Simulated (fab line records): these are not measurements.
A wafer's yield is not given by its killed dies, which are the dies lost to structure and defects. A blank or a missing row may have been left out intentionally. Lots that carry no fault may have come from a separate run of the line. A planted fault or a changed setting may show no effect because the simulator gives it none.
Which tool was responsible? | flow nand_harc | Sampling: 24 lots, 72 wafers, 6 of 1159 route steps

== WHAT THE GAUGES SHOWED, per wafer ==
NHARC_A_CONTACT_OVL_MEAS_70.
lot  | measured     | on         | overlay_x_nm (nm) | overlay_y_nm (nm)
L075 | day 16 19:38 | overlay-02 | -1.3 -1.4 -1.0    | 0.9 1.8 1.0
L076 | day 16 21:54 | overlay-02 | 1.0 1.3 0.4       | -0.4 -0.2 -0.2
L074 | day 16 19:47 | overlay-02 | -0.2 0.2 -0.5     | 1.1 0.6 0.8
L079 | day 17 07:35 | overlay-02 | -1.2 -0.7 -0.9    | -0.3 -0.5 -0.4
L078 | day 17 14:23 | overlay-02 | 0.4 -0.3 0.1      | 0.5 0.4 0.0
L077 | day 17 17:20 | overlay-02 | 1.2 1.3 1.4       | 1.6 1.2 1.1
L080 | day 17 23:16 | overlay-02 | -0.9 -0.8 -0.5    | -0.4 -0.8 -0.5
L082 | day 18 03:57 | overlay-01 | 0.8 0.2 0.8       | -1.1 -0.9 -1.1
L081 | day 18 12:31 | overlay-02 | -0.9 -0.6 -1.0    | 1.1 0.4 1.0
L084 | day 19 01:17 | overlay-01 | -0.9 -0.2 -0.8    | -0.1 -0.5 0.0
L083 | day 19 00:00 | overlay-01 | -2.0 -1.1 -1.4    | -0.2 0.2 -0.5
L087 | day 19 15:46 | overlay-02 | 0.9 0.9 0.7       | -1.8 -1.9 -1.7
L085 | day 19 10:34 | overlay-02 | 1.2 0.8 0.6       | -1.3 -1.7 -0.7
L088 | day 19 13:02 | overlay-02 | 1.3 1.4 1.9       | 1.3 1.5 1.5
L086 | day 19 21:19 | overlay-01 | -0.3 -0.2 -0.1    | 0.6 0.2 0.5
L089 | day 20 03:46 | overlay-02 | 1.0 0.9 1.2       | 0.5 0.7 0.8
L091 | day 20 17:04 | overlay-01 | 0.3 0.2 0.5       | 0.7 1.2 1.5
L090 | day 20 14:47 | overlay-01 | 0.0 0.1 0.4       | 1.4 1.4 1.5
L094 | day 20 21:20 | overlay-02 | 0.4 -0.2 0.1      | 0.2 0.4 -0.1
L093 | day 21 04:11 | overlay-01 | -0.6 -0.2 -0.3    | -0.1 -0.2 -0.4
L092 | day 21 16:38 | overlay-01 | 1.4 1.1 1.7       | -0.2 0.3 -0.5
L095 | day 21 22:13 | overlay-01 | -1.7 -1.3 -1.0    | -0.3 0.4 0.2
L096 | day 22 11:47 | overlay-02 | -1.4 -1.4 -1.4    | -1.0 -1.3 -0.7
L097 | day 22 11:19 | overlay-02 | 0.4 0.9 -0.5      | -0.1 0.2 0.2

== WHAT TOOL EACH LOT RAN ON (gives the tool, then ch and the chambers of the sampled wafers, and finally the start) ==
lot  | NHARC_A_STAIRCASE_STRIP_446          | NHARC_A_SGD_CUT_ETCH_59                       | NHARC_A_WL_FILL_ETCHBACK_16                   | NHARC_A_CONTACT_ETCH_49                       | NHARC_A_CONTACT_ETCH_102
L075 | plasma_asher-01 ch 0,1, day 13 23:12 | rie_diel-07 ch 0,1,3, day 16 16:02 or earlier | rie_diel-12 ch 0,2,3, day 16 16:02 or earlier | rie_diel-05 ch 0,1,2, day 16 16:02 or earlier | rie_diel-11 ch 0,1,3, day 16 16:02
L076 | plasma_asher-01 ch 0,1, day 13 23:26 | rie_diel-08 ch 0,1,2, day 16 18:41 or earlier | rie_diel-09 ch 0,2,3, day 16 18:41 or earlier | rie_diel-06 ch 0,2,3, day 16 18:41 or earlier | rie_diel-11 ch 0,1,2, day 16 18:41
L074 | plasma_asher-02 ch 0,1, day 13 23:28 | rie_diel-13 ch 0,1,2, day 16 16:14 or earlier | rie_diel-10 ch 1,2,3, day 16 16:14 or earlier | rie_diel-06 ch 1,2, day 16 16:14 or earlier   | rie_diel-05 ch 0,1, day 16 16:14
L079 | plasma_asher-01 ch 0,1, day 14 08:14 | rie_diel-08 ch 0,1,2, day 17 04:23 or earlier | rie_diel-12 ch 0,2,3, day 17 04:23 or earlier | rie_diel-11 ch 0,1,2, day 17 04:23 or earlier | rie_diel-06 ch 2,3, day 17 04:23
L078 | plasma_asher-02 ch 0,1, day 14 08:22 | rie_diel-07 ch 0,1,2, day 17 06:53 or earlier | rie_diel-10 ch 0,1,2, day 17 06:53 or earlier | rie_diel-11 ch 1,2,3, day 17 06:53 or earlier | rie_diel-06 ch 0,3, day 17 06:53
L077 | plasma_asher-02 ch 0,1, day 14 09:37 | rie_diel-13 ch 0,3, day 17 12:30 or earlier   | rie_diel-09 ch 1,3, day 17 12:30 or earlier   | rie_diel-05 ch 0,1,3, day 17 12:30 or earlier | rie_diel-11 ch 0,2, day 17 12:30
L080 | plasma_asher-01 ch 0,1, day 14 22:01 | rie_diel-13 ch 0,2,3, day 17 20:04 or earlier | rie_diel-10 ch 0,1,2, day 17 20:04 or earlier | rie_diel-11 ch 0,3, day 17 20:04 or earlier   | rie_diel-05 ch 0,2, day 17 20:04
L082 | plasma_asher-02 ch 0,1, day 14 22:19 | rie_diel-07 ch 0,1,2, day 17 22:05 or earlier | rie_diel-09 ch 1,2,3, day 17 22:05 or earlier | rie_diel-05 ch 1,2,3, day 17 22:05 or earlier | rie_diel-06 ch 2,3, day 17 22:05
L081 | plasma_asher-01 ch 0,1, day 15 10:58 | rie_diel-07 ch 1,2, day 18 06:14 or earlier   | rie_diel-09 ch 0,1,3, day 18 06:14 or earlier | rie_diel-06 ch 1,2, day 18 06:14 or earlier   | rie_diel-11 ch 0,2,3, day 18 06:14
L084 | plasma_asher-02 ch 0, day 16 00:00   | rie_diel-13 ch 0,2, day 18 22:12 or earlier   | rie_diel-12 ch 1,3, day 18 22:12 or earlier   | rie_diel-11 ch 1,2,3, day 18 22:12 or earlier | rie_diel-05 ch 0,1,2, day 18 22:12
L083 | plasma_asher-01 ch 0,1, day 16 00:06 | rie_diel-07 ch 0,3, day 18 20:32 or earlier   | rie_diel-12 ch 0,1,2, day 18 20:32 or earlier | rie_diel-05 ch 0,1,3, day 18 20:32 or earlier | rie_diel-06 ch 0,1, day 18 20:32
L087 | plasma_asher-01 ch 0,1, day 16 20:07 | rie_diel-13 ch 0,1,3, day 19 12:30 or earlier | rie_diel-10 ch 0,1,3, day 19 12:30 or earlier | rie_diel-05 ch 0,1,3, day 19 12:30 or earlier | rie_diel-05 ch 0,2,3, day 19 12:30
L085 | plasma_asher-02 ch 0,1, day 16 20:16 | rie_diel-13 ch 0,1, day 19 06:54 or earlier   | rie_diel-10 ch 0,1,2, day 19 06:54 or earlier | rie_diel-11 ch 0,1,2, day 19 06:54 or earlier | rie_diel-05 ch 0,2,3, day 19 06:54
L088 | plasma_asher-01 ch 0, day 16 21:48   | rie_diel-07 ch 0,1,2, day 19 09:49 or earlier | rie_diel-12 ch 0,1, day 19 09:49 or earlier   | rie_diel-11 ch 2,3, day 19 09:49 or earlier   | rie_diel-11 ch 0,1,3, day 19 09:49
L086 | plasma_asher-02 ch 0,1, day 16 23:44 | rie_diel-08 ch 2,3, day 17 03:48              | rie_diel-09 ch 0,1,3, day 19 17:58 or earlier | rie_diel-05 ch 0,2, day 19 17:58 or earlier   | rie_diel-11 ch 1,2, day 19 17:58
L089 | plasma_asher-01 ch 0,1, day 17 09:34 | rie_diel-08 ch 0,2,3, day 20 00:09 or earlier | rie_diel-10 ch 0,1,2, day 20 00:09 or earlier | rie_diel-06 ch 0,1,2, day 20 00:09 or earlier | rie_diel-11 ch 0,1, day 20 00:09
L091 | plasma_asher-02 ch 0,1, day 17 13:20 | rie_diel-08 ch 0,1,2, day 20 13:49 or earlier | rie_diel-09 ch 1,2,3, day 20 13:49 or earlier | rie_diel-11 ch 0,1,3, day 20 13:49 or earlier | rie_diel-11 ch 2,3, day 20 13:49
L090 | plasma_asher-01 ch 0,1, day 17 13:28 | rie_diel-13 ch 0,1,3, day 20 11:42 or earlier | rie_diel-10 ch 0,2, day 20 11:42 or earlier   | rie_diel-11 ch 1,3, day 20 11:42 or earlier   | rie_diel-05 ch 0,3, day 20 11:42
L094 | plasma_asher-01 ch 0,1, day 18 02:17 | rie_diel-08 ch 2,3, day 20 16:44 or earlier   | rie_diel-10 ch 0,1,2, day 20 16:44 or earlier | rie_diel-06 ch 0,3, day 20 16:44 or earlier   | rie_diel-11 ch 1,2,3, day 20 16:44
L093 | plasma_asher-01 ch 0,1, day 18 02:37 | rie_diel-13 ch 1,2,3, day 20 15:53 or earlier | rie_diel-12 ch 1,2,3, day 20 15:53 or earlier | rie_diel-06 ch 0,1, day 20 15:53              | rie_diel-06 ch 0,2, day 20 19:44
L092 | plasma_asher-02 ch 0,1, day 18 16:21 | rie_diel-13 ch 0,2,3, day 21 13:33 or earlier | rie_diel-09 ch 0,2,3, day 21 13:33 or earlier | rie_diel-11 ch 1,2,3, day 21 13:33 or earlier | rie_diel-11 ch 1,2,3, day 21 13:33
L095 | plasma_asher-02 ch 0,1, day 19 06:26 | rie_diel-08 ch 1,2,3, day 21 18:59 or earlier | rie_diel-12 ch 0,1,2, day 21 18:59 or earlier | rie_diel-11 ch 1,2,3, day 21 18:59 or earlier | rie_diel-05 ch 1,3, day 21 18:59
L096 | plasma_asher-01 ch 0,1, day 19 16:52 | rie_diel-13 ch 1,3, day 22 08:30 or earlier   | rie_diel-09 ch 0,1,3, day 22 08:30 or earlier | rie_diel-06 ch 0,3, day 22 08:30 or earlier   | rie_diel-05 ch 0,1,2, day 22 08:30
L097 | plasma_asher-01 ch 1, day 19 17:11   | rie_diel-08 ch 0,1,3, day 22 08:07 or earlier | rie_diel-10 ch 0,3, day 22 08:07 or earlier   | rie_diel-11 ch 1,2,3, day 22 08:07 or earlier | rie_diel-06 ch 0,3, day 22 08:07
- NHARC_A_STAIRCASE_STRIP_446: strips in O2.
- NHARC_A_SGD_CUT_ETCH_59: etches the open film in N2/H2, target depth 260 nm, time 406.25 s.
- NHARC_A_WL_FILL_ETCHBACK_16: etches the open film in C4F8/O2/Ar, target depth 88 nm, time 17.6 s.
- NHARC_A_CONTACT_ETCH_49: etches the open film in N2/H2, target depth 260 nm, time 475.3 s.
- NHARC_A_CONTACT_ETCH_102: etches the open film in CF4/O2, target depth 70 nm, overetch 7 nm, time 38.5 s.

== WHAT THE TOOLS THEMSELVES READ (means of the sampled wafers that have a number; where no wafer has one, the mark that the record gives instead) ==
NHARC_A_STAIRCASE_STRIP_446.
lot  | tool            | drypump_motor_current_A (A) | heater_power_w (W)
L075 | plasma_asher-01 | 6.2                         | 313
L076 | plasma_asher-01 | 6.3                         | 311
L074 | plasma_asher-02 | 5.6                         | 340
L079 | plasma_asher-01 | 6.1                         | 321
L078 | plasma_asher-02 | 5.6                         | 337
L077 | plasma_asher-02 | 5.6                         | 339
L080 | plasma_asher-01 | 6.3                         | 308
L082 | plasma_asher-02 | 5.8                         | 319
L081 | plasma_asher-01 | 6.3                         | 309
L084 | plasma_asher-02 | 5.4                         | 356
L083 | plasma_asher-01 | 6.2                         | 307
L087 | plasma_asher-01 | 6.1                         | 321
L085 | plasma_asher-02 | 5.8                         | 322
L088 | plasma_asher-01 | 6.4                         | 299
L086 | plasma_asher-02 | 5.6                         | 335
L089 | plasma_asher-01 | 6.0                         | 321
L091 | plasma_asher-02 | 5.6                         | 334
L090 | plasma_asher-01 | 6.1                         | 322
L094 | plasma_asher-01 | 6.1                         | 322
L093 | plasma_asher-01 | 6.3                         | 313
L092 | plasma_asher-02 | 5.8                         | 320
L095 | plasma_asher-02 | 5.6                         | 338
L096 | plasma_asher-01 | 6.3                         | 312
L097 | plasma_asher-01 | 5.8                         | 335

NHARC_A_SGD_CUT_ETCH_59.
lot  | tool        | drypump_motor_current_A (A) | oes_product_au (a.u.) | rf_vpp_V (V) | showerhead_plenum_p_Torr (Torr) | throttle_valve_pct (%)
L075 | rie_diel-07 | 5.4                         | 1.010                 | 430.7        | 2.02                            | 14.168
L076 | rie_diel-08 | 5.4                         | 0.991                 | 431.9        | 2.10                            | 14.175
L074 | rie_diel-13 | 5.8                         | 1.001                 | 433.4        | 2.14                            | 14.170
L079 | rie_diel-08 | 5.3                         | 0.995                 | 432.2        | 2.10                            | 14.169
L078 | rie_diel-07 | 5.4                         | 0.998                 | 429.7        | 2.04                            | 14.169
L077 | rie_diel-13 | 6.1                         | 0.989                 | 433.6        | 2.15                            | 14.176
L080 | rie_diel-13 | 6.0                         | 0.994                 | 433.1        | 2.16                            | 14.167
L082 | rie_diel-07 | 5.4                         | 0.996                 | 430.5        | 2.03                            | 14.164
L081 | rie_diel-07 | 5.3                         | 1.006                 | 429.9        | 2.01                            | 14.180
L084 | rie_diel-13 | 5.9                         | 0.992                 | 433.2        | 2.15                            | 14.174
L083 | rie_diel-07 | 5.4                         | 1.000                 | 430.6        | 2.03                            | 14.164
L087 | rie_diel-13 | 6.0                         | 0.999                 | 433.1        | 2.15                            | 14.173
L085 | rie_diel-13 | 5.7                         | 1.016                 | 433.2        | 2.13                            | 14.175
L088 | rie_diel-07 | 5.4                         | 0.996                 | 430.0        | 2.03                            | 14.171
L086 | rie_diel-08 | 5.0                         | 1.000                 | 429.0        | 1.98                            | 14.174
L089 | rie_diel-08 | 5.2                         | 1.000                 | 430.6        | 2.03                            | 14.167
L091 | rie_diel-08 | 5.4                         | 1.000                 | 432.1        | 2.09                            | 14.162
L090 | rie_diel-13 | 6.0                         | 1.002                 | 432.8        | 2.15                            | 14.181
L094 | rie_diel-08 | 5.0                         | 0.993                 | 429.0        | 1.98                            | 14.163
L093 | rie_diel-13 | 5.9                         | 1.007                 | 433.6        | 2.16                            | 14.171
L092 | rie_diel-13 | 6.0                         | 0.995                 | 434.1        | 2.16                            | 14.171
L095 | rie_diel-08 | 5.1                         | 0.997                 | 431.3        | 2.04                            | 14.178
L096 | rie_diel-13 | 5.9                         | 1.018                 | 433.5        | 2.15                            | 14.174
L097 | rie_diel-08 | 5.4                         | 0.991                 | 429.9        | 2.02                            | 14.174

NHARC_A_WL_FILL_ETCHBACK_16.
lot  | tool        | oes_product_au (a.u.) | rf_vpp_V (V)
L075 | rie_diel-12 | 1.00                  | 725
L076 | rie_diel-09 | 1.00                  | 725
L074 | rie_diel-10 | 0.92                  | 726
L079 | rie_diel-12 | 0.99                  | 724
L078 | rie_diel-10 | 1.00                  | 722
L077 | rie_diel-09 | 1.01                  | 722
L080 | rie_diel-10 | 0.99                  | 723
L082 | rie_diel-09 | 1.00                  | 726
L081 | rie_diel-09 | 0.97                  | 723
L084 | rie_diel-12 | 1.01                  | 721
L083 | rie_diel-12 | 0.99                  | 724
L087 | rie_diel-10 | 0.99                  | 724
L085 | rie_diel-10 | 0.99                  | 723
L088 | rie_diel-12 | 1.00                  | 724
L086 | rie_diel-09 | 0.95                  | 723
L089 | rie_diel-10 | 0.92                  | 722
L091 | rie_diel-09 | 1.00                  | 726
L090 | rie_diel-10 | 0.97                  | 723
L094 | rie_diel-10 | 1.00                  | 723
L093 | rie_diel-12 | 1.01                  | 725
L092 | rie_diel-09 | 0.93                  | 724
L095 | rie_diel-12 | 1.00                  | 725
L096 | rie_diel-09 | 0.93                  | 723
L097 | rie_diel-10 | 0.97                  | 722

NHARC_A_CONTACT_ETCH_49.
lot  | tool        | drypump_motor_current_A (A) | oes_product_au (a.u.) | rf_vpp_V (V) | showerhead_plenum_p_Torr (Torr) | throttle_valve_pct (%)
L075 | rie_diel-05 | 5.6                         | 0.993                 | 430.8        | 2.02                            | 14.164
L076 | rie_diel-06 | 5.7                         | 0.992                 | 428.1        | 1.98                            | 14.175
L074 | rie_diel-06 | 6.1                         | 0.983                 | 429.0        | 1.97                            | 14.172
L079 | rie_diel-11 | 5.5                         | 1.007                 | 428.1        | 1.95                            | 14.172
L078 | rie_diel-11 | 5.4                         | 1.003                 | 427.9        | 1.97                            | 14.164
L077 | rie_diel-05 | 5.5                         | 1.008                 | 429.8        | 2.04                            | 14.168
L080 | rie_diel-11 | 5.5                         | 1.012                 | 427.5        | 1.90                            | 14.174
L082 | rie_diel-05 | 5.5                         | 1.011                 | 432.8        | 2.11                            | 14.172
L081 | rie_diel-06 | 6.1                         | 0.983                 | 428.3        | 1.97                            | 14.173
L084 | rie_diel-11 | 5.4                         | 1.010                 | 428.4        | 1.97                            | 14.180
L083 | rie_diel-05 | 5.5                         | 1.007                 | 431.7        | 2.03                            | 14.175
L087 | rie_diel-05 | 5.5                         | 1.002                 | 430.2        | 2.03                            | 14.174
L085 | rie_diel-11 | 5.5                         | 0.998                 | 428.0        | 1.95                            | 14.172
L088 | rie_diel-11 | 5.2                         | 1.001                 | 429.5        | 1.97                            | 14.179
L086 | rie_diel-05 | 5.7                         | 1.011                 | 430.9        | 2.06                            | 14.172
L089 | rie_diel-06 | 5.9                         | 1.005                 | 430.4        | 2.05                            | 14.165
L091 | rie_diel-11 | 5.5                         | 1.000                 | 427.3        | 1.93                            | 14.169
L090 | rie_diel-11 | 5.4                         | 1.004                 | 427.1        | 1.94                            | 14.181
L094 | rie_diel-06 | 5.5                         | 0.994                 | 434.0        | 2.18                            | 14.170
L093 | rie_diel-06 | 5.6                         | 0.994                 | 433.4        | 2.15                            | 14.173
L092 | rie_diel-11 | 5.4                         | 0.999                 | 428.5        | 1.96                            | 14.168
L095 | rie_diel-11 | 5.4                         | 0.999                 | 428.1        | 1.96                            | 14.178
L096 | rie_diel-06 | 5.5                         | 0.997                 | 435.3        | 2.18                            | 14.172
L097 | rie_diel-11 | 5.4                         | 1.005                 | 427.6        | 1.96                            | 14.184

NHARC_A_CONTACT_ETCH_102.
lot  | tool        | drypump_motor_current_A (A) | oes_product_au (a.u.) | rf_vpp_V (V) | showerhead_plenum_p_Torr (Torr) | throttle_valve_pct (%)
L075 | rie_diel-11 | 5.50                        | 1.008                 | 196.1        | 1.27                            | 13.403
L076 | rie_diel-11 | 5.53                        | 1.004                 | 196.4        | 1.28                            | 13.397
L074 | rie_diel-05 | 5.53                        | 0.991                 | 196.8        | 1.28                            | 13.389
L079 | rie_diel-06 | 5.84                        | 0.980                 | 198.6        | 1.35                            | 13.398
L078 | rie_diel-06 | 5.51                        | 1.003                 | 196.1        | 1.29                            | 13.405
L077 | rie_diel-11 | 5.46                        | 1.017                 | 196.4        | 1.26                            | 13.406
L080 | rie_diel-05 | 5.68                        | 1.007                 | 198.6        | 1.35                            | 13.393
L082 | rie_diel-06 | 5.84                        | 0.988                 | 198.3        | 1.35                            | 13.391
L081 | rie_diel-11 | 5.31                        | 1.004                 | 196.9        | 1.27                            | 13.390
L084 | rie_diel-05 | 5.58                        | 0.997                 | 197.5        | 1.32                            | 13.397
L083 | rie_diel-06 | 5.85                        | 0.991                 | 198.7        | 1.37                            | 13.396
L087 | rie_diel-05 | 5.56                        | 1.005                 | 198.3        | 1.36                            | 13.396
L085 | rie_diel-05 | 5.56                        | 1.006                 | 198.4        | 1.36                            | 13.399
L088 | rie_diel-11 | 5.51                        | 0.997                 | 196.8        | 1.26                            | 13.399
L086 | rie_diel-11 | 5.38                        | 0.996                 | 197.6        | 1.31                            | 13.398
L089 | rie_diel-11 | 5.66                        | 1.001                 | 195.6        | 1.25                            | 13.394
L091 | rie_diel-11 | 5.17                        | 1.010                 | 196.5        | 1.29                            | 13.405
L090 | rie_diel-05 | 5.54                        | 0.996                 | 197.8        | 1.31                            | 13.399
L094 | rie_diel-11 | 5.36                        | 1.000                 | 196.7        | 1.29                            | 13.398
L093 | rie_diel-06 | 5.64                        | 1.003                 | 199.3        | 1.38                            | 13.386
L092 | rie_diel-11 | 5.36                        | 0.997                 | 196.4        | 1.29                            | 13.396
L095 | rie_diel-05 | 5.40                        | 1.018                 | 198.8        | 1.38                            | 13.395
L096 | rie_diel-05 | 5.58                        | 0.994                 | 198.0        | 1.31                            | 13.403
L097 | rie_diel-06 | 5.51                        | 0.998                 | 199.3        | 1.42                            | 13.391

== THE ANSWER, worked out from the rows above alone ==
Rule: what is usual is taken from the lots themselves. The widest of any qualifying gaps counts: lots, ordered by their means at a reading, are off when they make up no more than a third of the lots, leave a main group of 4 or more, and stand apart from it by 3 or more times the standard deviation of that group's means. The tables above print the reading to a certain number of digits; a main group whose means all agree to those digits is not used. Also off: a lot with no number at a reading for which 4 or more lots have one. Where the step has rows for the other lots, those lots are counted as sound. After the gauges, taken in route order, come the tools' own readings; for these a lot's mean is taken, as printed above. At the first step where some lot is off, the reading lying furthest off is the one used; lots without a number count as furthest.
No lot is off at any reading shown: from this, nothing can be told.

== WHAT WAS PUT IN BY THE SIMULATOR ==
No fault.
